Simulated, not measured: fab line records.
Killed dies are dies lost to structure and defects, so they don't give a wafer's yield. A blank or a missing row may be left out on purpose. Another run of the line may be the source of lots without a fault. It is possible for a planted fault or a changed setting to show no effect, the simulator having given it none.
A lot that was struck, set against a sound lot -- flow n5_finfet -- 36 out of 1938 route steps
Sound: these wafers, L364.3, L364.5, L364.6. Struck: wafers L376.3, L376.5, L376.6. The cause is given at the end.
At each step with rows: each side's tool, then ch and its chambers, then its first start. Under that, the readings that differ: sound wafers -- struck wafers -- difference of the means -- sigmas: that difference in standard deviations of wafers without a fault.
alike: readings with means less than 2 such deviations apart, plus words and numbers identical on both sides. not compared: withheld readings, readings lacking a value on some wafer, bounds such as >300 that could conceal the same value, and numbers that have no deviation in the record and whose values overlap.
Wherever a step has rows on one side only, a row that says differs or no value, or a row with sigmas, the two part there. When numbers do not overlap yet have no deviation, they are printed without sigmas and do not part them. A reading missing from all wafers of one side parts the sides only when that side holds two or more wafers.

first, 9 steps without rows for these wafers: N5_BEOL_M4_ANNEAL_95 (time 240 s); N5_BEOL_M4_SPUTTER_96 (material Cu, target thk 4.5 nm, time 8.29 s); N5_BEOL_M4_ECD_50 (material Cu, target thk 300 nm); N5_BEOL_M4_ANNEAL_51 (time 90 s); N5_BEOL_M4_CMP_52 (polishes, stops on SiOC, t overpolish 6.8 s, target thk 40 nm); N5_BEOL_M4_PRE_CLEAN_60 (time 15 s); N5_BEOL_M4_CO_CAP_55 (material Co, precursor CCTBA/H2, target thk 2 nm, time 102.1 s); N5_BEOL_M4_PRE_CLEAN_56 (time 15 s); N5_BEOL_M4_DEP_57 (deposits SiCN from 3MS/NH3, target thk 8 nm, time 14 s).
N5_BEOL_M4_RC_MEAS_101:
  sound on prober-02 ch 0, day 9 04:32; struck on prober-01 ch 0, day 13 20:49
  alike: DIBL_N, DIBL_P, IOFF_N, IOFF_P, ION_N, ION_P, SS_N, SS_P, VT_N, VT_P
then, 24 steps without rows for these wafers: N5_BEOL_M5_ILD_DEP_00 (deposits SiCOH lowk from DEMS/porogen, target thk 140.64 nm, time 25.9 s); N5_BEOL_M5_CURE_79 (cures SiCOH lowk, time 240 s); N5_BEOL_M5_PECVD_70 (deposits SiO2 from TEOS/O2, target thk 16 nm, time 18 s); N5_BEOL_M5_HM_DEP_02 (deposits TiN, target thk 20 nm); N5_BEOL_M5_COAT_59 (time 60 s, resist thk 60 nm); N5_BEOL_M5_COAT_60 (time 60 s, resist thk 12 nm); N5_BEOL_M5_COAT_71 (time 60 s, resist thk 5 nm); N5_BEOL_M5_COAT_05 (resist thk 30 nm); N5_BEOL_M5_EBR_07; N5_BEOL_M5_SOFTBAKE_06 (time 60 s); N5_BEOL_M5_EXPOSE_08 (exposes mask M5, target cd 28 nm); N5_BEOL_M5_PEB_09 (peb time 60 s); N5_BEOL_M5_DEVELOP_10 (develop time 30 s); N5_BEOL_M5_DESCUM_16 (chemistry O2, time 7 s); N5_BEOL_M5_ETCH_72 (etches underlayer in N2/H2, target depth 6.5 nm, time 5.2 s); N5_BEOL_M5_ETCH_61 (etches SiARC in CF4, target depth 15.6 nm, time 26 s); N5_BEOL_M5_ETCH_62 (etches SOC in N2/H2, target depth 75 nm, overetch 15 nm, time 112.5 s); N5_BEOL_M5_STRIP_63 (strips in N2/H2); N5_BEOL_M5_STRIP_73 (strips in N2/H2); N5_BEOL_M5_STRIP_64 (strips in CF4); N5_BEOL_M5_HM_OPEN_17 (chemistry Cl2/BCl3, target TiN, target depth 20 nm, overetch 6 nm); N5_BEOL_M5_STRIP_19 (strips in O2); N5_BEOL_M5_COAT_65 (time 60 s, resist thk 60 nm); N5_BEOL_M5_COAT_66 (time 60 s, resist thk 12 nm).
-- here the record skips 4 days between the struck wafers' starts before and after, leaving off in module BEOL_M5 and picking up in module MIM_TOP_ETCH (first step shown: number 1851 of the route) --
N5_MIM_TOP_ETCH_ETCH_00: etches TiN in Cl2/BCl3, target depth 38.5 nm.
  sound on rie_metal-03 ch 0,1, day 13 01:54; struck on rie_metal-01 ch 0,1, day 17 13:37
  no value came back on the struck wafers for any of 6 readings (bcl3_flow_sccm (sccm), bias_w (W) and others); on the sound wafers bcl3_flow_sccm (sccm) reads 21.78 21.78 21.77
  not compared: model.coat_of_MIM_TOP_LITHO_COAT_02.thk_nm
N5_PASSIVATION_PROBE_49:
  record: rows for the struck wafers here (prober-01, day 18 01:05), none for the sound ones

== WHERE THEY PART ==
At N5_MIM_TOP_ETCH_ETCH_00 first; at N5_PASSIVATION_PROBE_49 last (within this record only).

WHY: what had been put in by the simulator
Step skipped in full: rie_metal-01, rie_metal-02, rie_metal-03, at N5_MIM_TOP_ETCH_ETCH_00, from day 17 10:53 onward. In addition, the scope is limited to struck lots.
